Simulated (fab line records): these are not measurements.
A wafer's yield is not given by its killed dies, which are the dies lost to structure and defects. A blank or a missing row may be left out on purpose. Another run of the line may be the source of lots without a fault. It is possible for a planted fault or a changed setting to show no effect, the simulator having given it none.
Matching of chambers    flow n5Finfet    N5_HKMG_FIN_NWFM_ALD_20 on aldMetal-01: 4 sister chambers
The step deposits TiAlC, target thk 2 nm, pulse time 3 s, purge time 2 s. 8 wafers are shown with their chamber, then 9 later ones without.

EACH WAFER AND ITS CHAMBER
wafer   chamber  heaterPowerW (W)  precursorPulseHeightRel
L079.3  0        519               1.003
L084.2  0        499               0.992
L085.3  1        512               1.001
L085.6  3        461               1.003
L087.5  3        475               0.983
L089.1  1        532               1.005
L089.3  2        548               0.991
L089.5  2        544               1.005

WAFERS WITHOUT THEIR CHAMBER
wafer   heaterPowerW (W)  precursorPulseHeightRel
L091.1  524               0.975
L091.3  461               0.984
L091.6  474               0.973
L092.3  522               0.956
L092.4  531               0.993
L092.5  519               0.990
L093.1  540               1.028
L093.3  529               0.986
L093.5  538               0.995

EACH ONE'S CHAMBER
wafer   from the rows above                in truth
L091.1  can't be placed: 0 or 1 or 2       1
L091.3  3                                  3
L091.6  can't be placed: 3 or 0            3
L092.3  can't be placed: 0 or 2 or 1 or 3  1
L092.4  can't be placed: 1 or 2 or 0       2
L092.5  can't be placed: 0 or 1 or 2       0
L093.1  can't be placed: 1 or 2 or 0       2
L093.3  can't be placed: 1 or 2 or 0       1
L093.5  can't be placed: 2 or 1 or 0       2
Placed correctly: 1 of 9. These rows do not allow placing 8 (true chamber among the candidates in 8). 0 placed wrongly.
How it was worked out, from the rows above alone: a wafer's distance from a chamber is the root of the sum, over the readings, of the square of ((its reading less the chamber's mean) divided by the reading's scatter). If the next closest chamber is less than 2 further off than the closest, the wafer can't be placed; otherwise it belongs to the closest. The mean given for a chamber averages the wafers shown for that chamber. The scatter: the root of (the sum of the squares of (reading less its chamber's mean) over the shown wafers, divided by (wafers less chambers)).
